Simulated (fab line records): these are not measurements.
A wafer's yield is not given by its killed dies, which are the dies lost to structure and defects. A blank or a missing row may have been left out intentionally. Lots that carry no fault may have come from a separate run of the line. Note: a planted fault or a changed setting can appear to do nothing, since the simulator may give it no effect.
A lot that was struck, set against a sound lot ; flow n5_finfet ; 38 steps out of a route of 1938
Sound: the wafers L413.1, L413.5, L413.6. Wafers L409.1, L409.2, L409.5 were the ones struck. Last of all comes the cause.
At each step with rows: each side's tool, then ch and its chambers, then its first start. Under that, the readings that differ: sound wafers ; struck wafers ; difference of the means ; sigmas: that difference in standard deviations of wafers without a fault.
alike: words and numbers the same on both sides, and readings whose means are apart by under 2 such deviations; not compared: readings that were withheld, readings missing a value for some wafer, numbers with overlapping values and no deviation given by the record, and bounds like >300 which may hide the same value.
The two part at a step that has a row with sigmas, a row that says differs or no value, or rows on one side only. Non-overlapping numbers with no deviation appear without sigmas and do not part them. A reading missing from all wafers of one side parts the sides only when that side holds two or more wafers.

first, 8 steps without rows for these wafers: N5_MOL_CONTACT_COAG_PRECLEAN_138 (cleans in alkaline clean, time 60 s); N5_MOL_CONTACT_COAG_SRD_139 (time 30 s); N5_MOL_CONTACT_COAG_PRE_CLEAN_121; N5_MOL_CONTACT_COAG_CVD_140 (deposits W, target thk 66.5 nm, time 215 s); N5_MOL_CONTACT_COAG_PRECLEAN_127 (cleans in DIW, time 57.5 s); N5_MOL_CONTACT_COAG_SRD_128 (dry time 32 s); N5_MOL_CONTACT_COAG_CMP_52 (polishes, stops on SiO2, t overpolish 1.5 s, target thk 66.5 nm); N5_MOL_CONTACT_COAG_ANNEAL_112 (time 1800 s).
N5_BEOL_M0_SAQP_PECVD_00: deposits SiCN from 3MS/NH3, target thk 8 nm, time 14 s.
  sound on pecvd-01 ch 0,1,2, day 10 13:02; struck on pecvd-03 ch 0,2, day 9 12:18
  no value came back on the struck wafers for chamber_pressure_Torr (Torr), rf_fwd_power_W (W), showerhead_plenum_p_Torr (Torr), throttle_valve_pct (%); on the sound wafers chamber_pressure_Torr (Torr) reads 3.004 2.995 3.002
then, 25 steps without rows for these wafers: N5_BEOL_M0_SAQP_ILD_DEP_01 (deposits SiOC from DEMS/O2, target thk 45.419 nm, time 8.7 s); N5_BEOL_M0_SAQP_HM_DEP_02 (deposits TiN, target thk 12 nm); N5_BEOL_M0_SAQP_PECVD_03 (deposits SiCN from 3MS/NH3, target thk 12 nm, time 21.1 s); N5_BEOL_M0_SAQP_PECVD_96 (deposits a-Si from SiH4/He, target thk 45 nm, time 45.2 s); N5_BEOL_M0_SAQP_PECVD_97 (deposits SiNx from SiH4/NH3/N2, target thk 23 nm, time 19.9 s); N5_BEOL_M0_SAQP_PECVD_04 (deposits a-Si from SiH4/He, target thk 60 nm, time 60.2 s); N5_BEOL_M0_SAQP_HM_DEP_111 (deposits SiO2 from SiH4/N2O, target thk 12 nm, time 7.2 s); N5_BEOL_M0_SAQP_COAT_81 (time 60 s, resist thk 100 nm); N5_BEOL_M0_SAQP_COAT_82 (time 60 s, resist thk 30 nm); N5_BEOL_M0_SAQP_COAT_08 (resist thk 90 nm); N5_BEOL_M0_SAQP_EBR_10; N5_BEOL_M0_SAQP_SOFTBAKE_09 (time 60 s); N5_BEOL_M0_SAQP_EXPOSE_11 (exposes mask M0 CORE, target cd 42 nm); N5_BEOL_M0_SAQP_PEB_12 (peb time 60 s); N5_BEOL_M0_SAQP_DEVELOP_13 (develop time 30 s); N5_BEOL_M0_SAQP_DESCUM_19 (chemistry O2, time 7.9 s); N5_BEOL_M0_SAQP_ETCH_83 (etches SiARC in CF4, target depth 39 nm, time 65 s); N5_BEOL_M0_SAQP_ETCH_84 (etches SOC in N2/H2, target depth 100 nm, overetch 20 nm, time 150 s); N5_BEOL_M0_SAQP_STRIP_80 (strips in N2/H2); N5_BEOL_M0_SAQP_HM_OPEN_112 (chemistry CHF3/O2, target SiO2, stops on a-Si, target depth 12 nm, time 13.5 s); N5_BEOL_M0_SAQP_STRIP_113 (strips in CHF3/O2); N5_BEOL_M0_SAQP_MANDREL_ETCH_20 (etches a-Si in HBr/Cl2, stops on SiNx, target depth 60 nm, bt time 10 s, time 30 s); N5_BEOL_M0_SAQP_STRIP_86 (strips in N2/H2); N5_BEOL_M0_SAQP_STRIP_115 (strips in post etch residue remover, time 60 s); N5_BEOL_M0_SAQP_SRD_93 (time 30 s).
N5_BEOL_M0_ETCH_109: etches SiCN in CH3F/O2, target depth 8 nm, overetch 2.4 nm, time 27.4 s.
  sound on rie_diel-01 ch 0,1, day 10 23:08; struck on rie_diel-04 ch 0,1,3, day 9 22:23
reading;sound;struck;difference;sigmas
oes_product_au (a.u.);0.67 0.69 0.69;0.34 0.28 0.34;-0.36;-6
model.etch.depth_nm (nm);7.649 8.067 7.811;0 0 0;-8;
  alike: drypump_motor_current_A, rf_vpp_V, showerhead_plenum_p_Torr, throttle_valve_pct
  not compared: rf_hours_counter_h
N5_BEOL_M0_RS_MEAS_126: measurement is done with a four-point probe.
  sound on film_metro-02 at day 11 02:37; struck on film_metro-01 at day 10 02:59
reading;sound;struck;difference;sigmas
M0_RS (ohm/sq);0.533 0.544 0.558;0.695 0.691 0.692;+0.148;+7
-- the record jumps here: 5 days lie between the struck wafers' starts before and after (it left off in module BEOL_M0 and takes up again in module BEOL_M4, whose first step shown is number 1111 of the route) --
N5_BEOL_M4_RC_MEAS_101:
  sound on prober-02 ch 0, day 15 22:40; struck on prober-01 ch 0, day 14 17:26
  alike: DIBL_N, DIBL_P, IOFF_N, IOFF_P, ION_N, ION_P, SS_N, SS_P, VT_N, VT_P
-- the record jumps here: 5 days lie between the struck wafers' starts before and after (it left off in module BEOL_M4 and takes up again in module PASSIVATION, whose first step shown is number 1936 of the route) --
N5_PASSIVATION_PROBE_49:
  sound on prober-01 at day 21 16:10; struck on prober-01 at day 19 15:45
reading;sound;struck;difference;sigmas
defect_limited_yield (%);90.3 91.4 89.7;67.2 71.0 70.9;-20.8;-13
killed_at_M0_to_M3;37 40 60;311 288 283;+248;+23
killed_dies;115 101 122;387 342 343;+245;+13
killed_on_rim;12 16 10;112 88 82;+81;+19
sort_bin_5_function (%);5.6 5.3 6.9;28.3 25.7 26.4;+20.9;+21
sort_n_pass;1065 1079 1058;793 838 837;-245;-12
sort_yield_pct (%);90.3 91.4 89.7;67.2 71.0 70.9;-20.8;-12
  alike: killed_at_M4_up, killed_at_contacts, killed_at_front_end, killed_at_other, killed_open, killed_short, sort_bin_6_memory

== WHERE THEY PART ==
Last at N5_PASSIVATION_PROBE_49 as far as this record goes, first at N5_BEOL_M0_SAQP_PECVD_00.

WHY: what had been put in by the simulator
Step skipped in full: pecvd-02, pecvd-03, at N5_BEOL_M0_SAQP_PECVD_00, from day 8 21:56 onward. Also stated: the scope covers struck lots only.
